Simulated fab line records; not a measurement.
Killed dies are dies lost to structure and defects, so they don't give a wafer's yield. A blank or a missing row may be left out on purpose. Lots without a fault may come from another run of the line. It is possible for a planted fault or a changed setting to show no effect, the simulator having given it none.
What tool caused it? || flow nand-harc || 42 wafers from 14 lots sampled at 5 of the route's 1302 steps

WHAT THE GAUGES SHOWED, per wafer
NHARC_A_ONON_D2_THK_MEAS_08: measures by ellipsometry.
{"lot": "L993", "measured": "day 11 23:53", "on": "film-metro-01", "thk-nm (nm)": "989 989 988"}
{"lot": "L994", "measured": "day 12 17:34", "on": "film-metro-01", "thk-nm (nm)": "1007 1007 1009"}
{"lot": "L996", "measured": "day 13 16:05", "on": "film-metro-01", "thk-nm (nm)": "987 988 987"}
{"lot": "L997", "measured": "day 13 16:04", "on": "film-metro-01", "thk-nm (nm)": "1001 999 1000"}
{"lot": "L999", "measured": "day 14 18:20", "on": "film-metro-02", "thk-nm (nm)": "1006 1005 1006"}
{"lot": "L101", "measured": "day 15 18:49", "on": "film-metro-01", "thk-nm (nm)": "1006 1005 1006"}
{"lot": "L104", "measured": "day 16 23:12", "on": "film-metro-01", "thk-nm (nm)": "994 997 994"}
{"lot": "L108", "measured": "day 18 23:18", "on": "film-metro-01", "thk-nm (nm)": "1002 1000 1001"}
{"lot": "L110", "measured": "day 19 17:35", "on": "film-metro-02", "thk-nm (nm)": "1012 1010 1012"}
{"lot": "L109", "measured": "day 19 17:34", "on": "film-metro-01", "thk-nm (nm)": "998 995 997"}
{"lot": "L111", "measured": "day 20 04:45", "on": "film-metro-02", "thk-nm (nm)": "998 997 998"}
{"lot": "L115", "measured": "day 21 12:10", "on": "film-metro-02", "thk-nm (nm)": "998 998 1001"}
{"lot": "L112", "measured": "day 21 12:11", "on": "film-metro-01", "thk-nm (nm)": "993 990 990"}
{"lot": "L116", "measured": "day 21 21:43", "on": "film-metro-01", "thk-nm (nm)": "1000 1001 1000"}

NHARC_A_ONON_D2_THK_MEAS_30: measures by ellipsometry.
{"lot": "L993", "measured": "day 12 10:35", "on": "film-metro-01", "thk-nm (nm)": "985 984 985"}
{"lot": "L994", "measured": "day 13 05:02", "on": "film-metro-01", "thk-nm (nm)": "993 992 991"}
{"lot": "L996", "measured": "day 14 02:50", "on": "film-metro-01", "thk-nm (nm)": "1000 1002 1000"}
{"lot": "L997", "measured": "day 14 02:52", "on": "film-metro-01", "thk-nm (nm)": "993 994 994"}
{"lot": "L999", "measured": "day 15 05:10", "on": "film-metro-01", "thk-nm (nm)": "993 992 994"}
{"lot": "L101", "measured": "day 16 05:35", "on": "film-metro-02", "thk-nm (nm)": "332 330 331"}
{"lot": "L104", "measured": "day 17 10:48", "on": "film-metro-02", "thk-nm (nm)": "317 317 316"}
{"lot": "L108", "measured": "day 19 11:53", "on": "film-metro-01", "thk-nm (nm)": "1012 1010 1010"}
{"lot": "L110", "measured": "day 20 04:25", "on": "film-metro-01", "thk-nm (nm)": "989 988 987"}
{"lot": "L109", "measured": "day 20 04:39", "on": "film-metro-02", "thk-nm (nm)": "1018 1018 1019"}
{"lot": "L111", "measured": "day 20 15:31", "on": "film-metro-01", "thk-nm (nm)": "994 994 997"}
{"lot": "L115", "measured": "day 21 23:18", "on": "film-metro-02", "thk-nm (nm)": "1012 1011 1013"}
{"lot": "L112", "measured": "day 21 23:05", "on": "film-metro-02", "thk-nm (nm)": "993 995 995"}
{"lot": "L116", "measured": "day 22 12:59", "on": "film-metro-01", "thk-nm (nm)": "1001 1001 1000"}

NHARC_END_SORT_01.
{"lot": "L993", "measured": "day 24 08:29", "on": "prober-02", "killed-at-array": "60 50 62", "killed-at-other": "1 2 1", "killed-at-periphery": "3 6 3", "killed-dies": "64 58 66", "killed-open": "1 2 2", "killed-short": "4 4 0"}
{"lot": "L994", "measured": "day 25 19:32", "on": "prober-01", "killed-at-array": "34 61 36", "killed-at-other": "2 2 1", "killed-at-periphery": "3 5 4", "killed-dies": "39 68 41", "killed-open": "4 2 2", "killed-short": "0 1 3"}
{"lot": "L996", "measured": "day 25 18:40", "on": "prober-02", "killed-at-array": "45 31 42", "killed-at-other": "0 0 0", "killed-at-periphery": "1 5 5", "killed-dies": "46 36 47", "killed-open": "2 2 0", "killed-short": "3 6 2"}
{"lot": "L997", "measured": "day 26 03:20", "on": "prober-02", "killed-at-array": "60 55 48", "killed-at-other": "0 0 0", "killed-at-periphery": "2 2 4", "killed-dies": "62 57 52", "killed-open": "3 2 4", "killed-short": "2 2 2"}
{"lot": "L999", "measured": "day 26 12:02", "on": "prober-01", "killed-at-array": "20 22 19", "killed-at-other": "1 0 0", "killed-at-periphery": "2 3 3", "killed-dies": "23 25 22", "killed-open": "4 9 2", "killed-short": "0 0 5"}
{"lot": "L101", "measured": "day 27 10:19", "on": "prober-02", "killed-at-array": "669 668 668", "killed-at-other": "5 5 4", "killed-at-periphery": "3 4 5", "killed-dies": "677 677 677", "killed-open": "3 3 7", "killed-short": "3 2 6"}
{"lot": "L104", "measured": "day 28 21:23", "on": "prober-01", "killed-at-array": "676 670 668", "killed-at-other": "0 3 0", "killed-at-periphery": "1 4 9", "killed-dies": "677 677 677", "killed-open": "2 2 4", "killed-short": "2 1 2"}
{"lot": "L108", "measured": "day 30 12:15", "on": "prober-02", "killed-at-array": "64 59 47", "killed-at-other": "0 0 1", "killed-at-periphery": "6 6 4", "killed-dies": "70 65 52", "killed-open": "4 2 3", "killed-short": "5 4 5"}
{"lot": "L110", "measured": "day 31 22:51", "on": "prober-02", "killed-at-array": "58 44 54", "killed-at-other": "2 0 1", "killed-at-periphery": "5 8 3", "killed-dies": "65 52 58", "killed-open": "8 6 4", "killed-short": "3 4 4"}
{"lot": "L109", "measured": "day 32 01:20", "on": "prober-01", "killed-at-array": "47 55 44", "killed-at-other": "3 1 1", "killed-at-periphery": "7 5 5", "killed-dies": "57 61 50", "killed-open": "9 6 3", "killed-short": "5 6 4"}
{"lot": "L111", "measured": "day 32 08:45", "on": "prober-02", "killed-at-array": "73 77 69", "killed-at-other": "1 0 0", "killed-at-periphery": "5 8 12", "killed-dies": "79 85 81", "killed-open": "3 4 5", "killed-short": "0 3 2"}
{"lot": "L115", "measured": "day 33 05:46", "on": "prober-02", "killed-at-array": "55 65 68", "killed-at-other": "0 0 0", "killed-at-periphery": "3 6 5", "killed-dies": "58 71 73", "killed-open": "4 4 2", "killed-short": "2 1 4"}
{"lot": "L112", "measured": "day 33 09:09", "on": "prober-01", "killed-at-array": "35 53 42", "killed-at-other": "0 0 0", "killed-at-periphery": "6 3 6", "killed-dies": "41 56 48", "killed-open": "5 4 8", "killed-short": "1 2 3"}
{"lot": "L116", "measured": "day 33 20:38", "on": "prober-02", "killed-at-array": "51 58 55", "killed-at-other": "0 0 0", "killed-at-periphery": "2 2 1", "killed-dies": "53 60 56", "killed-open": "3 7 5", "killed-short": "6 3 2"}

WHAT TOOL EACH LOT RAN ON (gives the tool, then ch and the chambers of the sampled wafers, and finally the start)
{"lot": "L993", "NHARC_A_DECK1_JOINT_CMP_13": "cmp-01 ch 0,1, day 11 01:23", "NHARC_A_ONON_D2_DEP_28": "pecvd-onon-02 ch 0, day 12 10:04"}
{"lot": "L994", "NHARC_A_DECK1_JOINT_CMP_13": "cmp-03 ch 0,2,3, day 11 11:53", "NHARC_A_ONON_D2_DEP_28": "pecvd-onon-04 ch 0, day 13 04:35"}
{"lot": "L996", "NHARC_A_DECK1_JOINT_CMP_13": "cmp-01 ch 1,2, day 12 15:50", "NHARC_A_ONON_D2_DEP_28": "pecvd-onon-03 ch 0, day 14 02:20"}
{"lot": "L997", "NHARC_A_DECK1_JOINT_CMP_13": "cmp-01 ch 1,3, day 12 19:19", "NHARC_A_ONON_D2_DEP_28": "pecvd-onon-02 ch 0, day 14 02:25"}
{"lot": "L999", "NHARC_A_DECK1_JOINT_CMP_13": "cmp-01 ch 0,2,3, day 13 14:40", "NHARC_A_ONON_D2_DEP_28": "pecvd-onon-02 ch 0, day 15 04:39"}
{"lot": "L101", "NHARC_A_DECK1_JOINT_CMP_13": "cmp-01 ch 0,1,2, day 14 17:48", "NHARC_A_ONON_D2_DEP_28": "pecvd-onon-03 ch 0, day 16 05:04"}
{"lot": "L104", "NHARC_A_DECK1_JOINT_CMP_13": "cmp-03 ch 1,2, day 15 19:56", "NHARC_A_ONON_D2_DEP_28": "pecvd-onon-03 ch 0, day 17 10:21"}
{"lot": "L108", "NHARC_A_DECK1_JOINT_CMP_13": "cmp-01 ch 0,2,3, day 18 00:35", "NHARC_A_ONON_D2_DEP_28": "pecvd-onon-02 ch 0, day 19 11:23"}
{"lot": "L110", "NHARC_A_DECK1_JOINT_CMP_13": "cmp-01 ch 1,2,3, day 18 14:22", "NHARC_A_ONON_D2_DEP_28": "pecvd-onon-03 ch 0, day 20 03:54"}
{"lot": "L109", "NHARC_A_DECK1_JOINT_CMP_13": "cmp-03 ch 0,1,2, day 18 14:27", "NHARC_A_ONON_D2_DEP_28": "pecvd-onon-04 ch 0, day 20 04:19"}
{"lot": "L111", "NHARC_A_DECK1_JOINT_CMP_13": "cmp-03 ch 0,1, day 19 02:29", "NHARC_A_ONON_D2_DEP_28": "pecvd-onon-02 ch 0, day 20 15:04"}
{"lot": "L115", "NHARC_A_DECK1_JOINT_CMP_13": "cmp-04 ch 0,1, day 20 05:41", "NHARC_A_ONON_D2_DEP_28": "pecvd-onon-02 ch 0, day 21 22:47"}
{"lot": "L112", "NHARC_A_DECK1_JOINT_CMP_13": "cmp-03 ch 0,1, day 20 09:33", "NHARC_A_ONON_D2_DEP_28": "pecvd-onon-03 ch 0, day 21 22:35"}
{"lot": "L116", "NHARC_A_DECK1_JOINT_CMP_13": "cmp-04 ch 0,2, day 20 19:32", "NHARC_A_ONON_D2_DEP_28": "pecvd-onon-03 ch 0, day 22 12:29"}
- NHARC_A_DECK1_JOINT_CMP_13: polishes, target thk 51.023 nm.
- NHARC_A_ONON_D2_DEP_28: target thk 1000 nm.

AS READ BY THE TOOLS THEMSELVES (means over the sampled wafers that have a number; for cases with no such wafer, the mark the record gives instead)
NHARC_A_DECK1_JOINT_CMP_13.
{"lot": "L993", "tool": "cmp-01", "motor-current-A (A)": 12.5, "time-to-endpoint-s (s)": 10.2}
{"lot": "L994", "tool": "cmp-03", "motor-current-A (A)": 10.7, "time-to-endpoint-s (s)": 11.4}
{"lot": "L996", "tool": "cmp-01", "motor-current-A (A)": 11.8, "time-to-endpoint-s (s)": 11.5}
{"lot": "L997", "tool": "cmp-01", "motor-current-A (A)": 11.7, "time-to-endpoint-s (s)": 9.8}
{"lot": "L999", "tool": "cmp-01", "motor-current-A (A)": 11.2, "time-to-endpoint-s (s)": 9.0}
{"lot": "L101", "tool": "cmp-01", "motor-current-A (A)": 12.1, "time-to-endpoint-s (s)": 9.5}
{"lot": "L104", "tool": "cmp-03", "motor-current-A (A)": 11.6, "time-to-endpoint-s (s)": 8.6}
{"lot": "L108", "tool": "cmp-01", "motor-current-A (A)": 11.3, "time-to-endpoint-s (s)": 10.7}
{"lot": "L110", "tool": "cmp-01", "motor-current-A (A)": 11.9, "time-to-endpoint-s (s)": 8.0}
{"lot": "L109", "tool": "cmp-03", "motor-current-A (A)": 11.0, "time-to-endpoint-s (s)": 8.5}
{"lot": "L111", "tool": "cmp-03", "motor-current-A (A)": 10.6, "time-to-endpoint-s (s)": 7.3}
{"lot": "L115", "tool": "cmp-04", "motor-current-A (A)": 10.6, "time-to-endpoint-s (s)": 10.8}
{"lot": "L112", "tool": "cmp-03", "motor-current-A (A)": 10.7, "time-to-endpoint-s (s)": 7.1}
{"lot": "L116", "tool": "cmp-04", "motor-current-A (A)": 10.7, "time-to-endpoint-s (s)": 7.6}

NHARC_A_ONON_D2_DEP_28.
{"lot": "L993", "tool": "pecvd-onon-02", "sih4-flow-sccm (sccm)": 210.5}
{"lot": "L994", "tool": "pecvd-onon-04", "sih4-flow-sccm (sccm)": 210.6}
{"lot": "L996", "tool": "pecvd-onon-03", "sih4-flow-sccm (sccm)": 210.2}
{"lot": "L997", "tool": "pecvd-onon-02", "sih4-flow-sccm (sccm)": 209.6}
{"lot": "L999", "tool": "pecvd-onon-02", "sih4-flow-sccm (sccm)": 210.3}
{"lot": "L101", "tool": "pecvd-onon-03", "sih4-flow-sccm (sccm)": 210.1}
{"lot": "L104", "tool": "pecvd-onon-03", "sih4-flow-sccm (sccm)": 210.5}
{"lot": "L108", "tool": "pecvd-onon-02", "sih4-flow-sccm (sccm)": 210.4}
{"lot": "L110", "tool": "pecvd-onon-03", "sih4-flow-sccm (sccm)": 210.0}
{"lot": "L109", "tool": "pecvd-onon-04", "sih4-flow-sccm (sccm)": 210.5}
{"lot": "L111", "tool": "pecvd-onon-02", "sih4-flow-sccm (sccm)": 209.7}
{"lot": "L115", "tool": "pecvd-onon-02", "sih4-flow-sccm (sccm)": 209.4}
{"lot": "L112", "tool": "pecvd-onon-03", "sih4-flow-sccm (sccm)": 209.1}
{"lot": "L116", "tool": "pecvd-onon-03", "sih4-flow-sccm (sccm)": 209.8}

THE ANSWER, worked out from the rows above alone
Rule: usual is defined by the lots themselves. The widest of any qualifying gaps counts: lots, ordered by their means at a reading, are off when they make up no more than a third of the lots, leave a main group of 4 or more, and stand apart from it by 3 or more times the standard deviation of that group's means. Not used: any main group whose means are identical at the precision the tables above print for the reading. Also off: a lot with no number at a reading for which 4 or more lots have one. Any other lot the step has rows for is counted as sound. The gauges are gone through in route order, then the tools' own readings, and for those a lot's mean is taken as printed above. At the first step where some lot is off, the reading lying furthest off is the one used; lots without a number count as furthest.
Off: L101, L104 (NHARC_A_ONON_D2_THK_MEAS_30, thk-nm). Mean 999 nm and standard deviation 9.8 in the main group.
A tool fits if, at a process step before that reading, it ran every lot that is off, and no sound lot after the first of them. Not tried: the gauges at NHARC_A_ONON_D2_THK_MEAS_30; whatever is off there is also off at NHARC_END_SORT_01, on other tools, and gauge error can't account for it. Not one of the candidates tried fits.

WHAT THE SIMULATOR HAD PUT IN
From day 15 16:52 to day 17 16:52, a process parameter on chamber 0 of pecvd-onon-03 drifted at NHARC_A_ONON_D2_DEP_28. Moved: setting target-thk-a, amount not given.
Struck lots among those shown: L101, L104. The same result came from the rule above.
